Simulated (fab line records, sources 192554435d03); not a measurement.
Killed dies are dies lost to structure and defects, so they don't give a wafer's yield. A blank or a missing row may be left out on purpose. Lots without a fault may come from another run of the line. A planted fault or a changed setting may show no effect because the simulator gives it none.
Chamber matching | flow n5_finfet | N5_HKMG_FIN_ALD_79 on ald_metal-01: 4 sister chambers
The step deposits TiN, target thk 1.5 nm, pulse time 1 s, purge time 3 s. 16 wafers are shown with their chamber, then 8 later ones without.

WAFERS WITH THEIR CHAMBER
wafer  | chamber | heater_power_w (W) | precursor_pulse_height_rel
L083.2 | 3       | 916                | 1.019
L083.5 | 2       | 1056               | 1.038
L083.6 | 1       | 994                | 0.994
L088.2 | 1       | 972                | 0.980
L088.5 | 3       | 916                | 0.993
L088.6 | 0       | 760                | 1.013
L089.2 | 3       | 937                | 0.964
L089.3 | 2       | 1047               | 0.986
L089.6 | 1       | 984                | 1.029
L090.1 | 0       | 761                | 0.992
L090.2 | 3       | 911                | 1.019
L090.3 | 2       | 1052               | 1.018
L092.1 | 3       | 913                | 1.005
L092.4 | 2       | 1065               | 1.005
L092.6 | 3       | 928                | 0.960
L093.1 | 3       | 933                | 0.987

SIGNATURES (means of the wafers above)
reading                    | chamber 0 | chamber 1 | chamber 2 | chamber 3 | scatter within a chamber
heater_power_w             | 760.50    | 983.33    | 1055.00   | 922.00    | 9.46
precursor_pulse_height_rel | 1.00250   | 1.00100   | 1.01175   | 0.99243   | 0.0231
Rule: a wafer's distance from a chamber is the root of the sum, over the readings, of the square of ((its reading less the chamber's mean) divided by the reading's scatter). The wafer belongs to the nearest chamber; if the next one is less than 2 further off, it can't be placed. The scatter: the root of (the sum of the squares of (reading less its chamber's mean) over the shown wafers, divided by (wafers less chambers)).

WAFERS WITHOUT THEIR CHAMBER
wafer  | heater_power_w (W) | precursor_pulse_height_rel
L093.3 | 751                | 1.016
L093.5 | 913                | 1.015
L095.2 | 1065               | 1.013
L095.3 | 742                | 0.961
L095.5 | 757                | 0.965
L096.2 | 1000               | 1.000
L096.4 | 909                | 0.997
L096.6 | 1058               | 1.026

WHICH CHAMBER EACH WENT THROUGH
wafer  | from the rows above | in truth
L093.3 | 0                   | 0
L093.5 | 3                   | 3
L095.2 | 2                   | 2
L095.3 | 0                   | 0
L095.5 | 0                   | 0
L096.2 | 1                   | 1
L096.4 | 3                   | 3
L096.6 | 2                   | 2
Placed correctly: 8 of 8. Can't be placed from these rows: 0. Placed wrongly: 0.
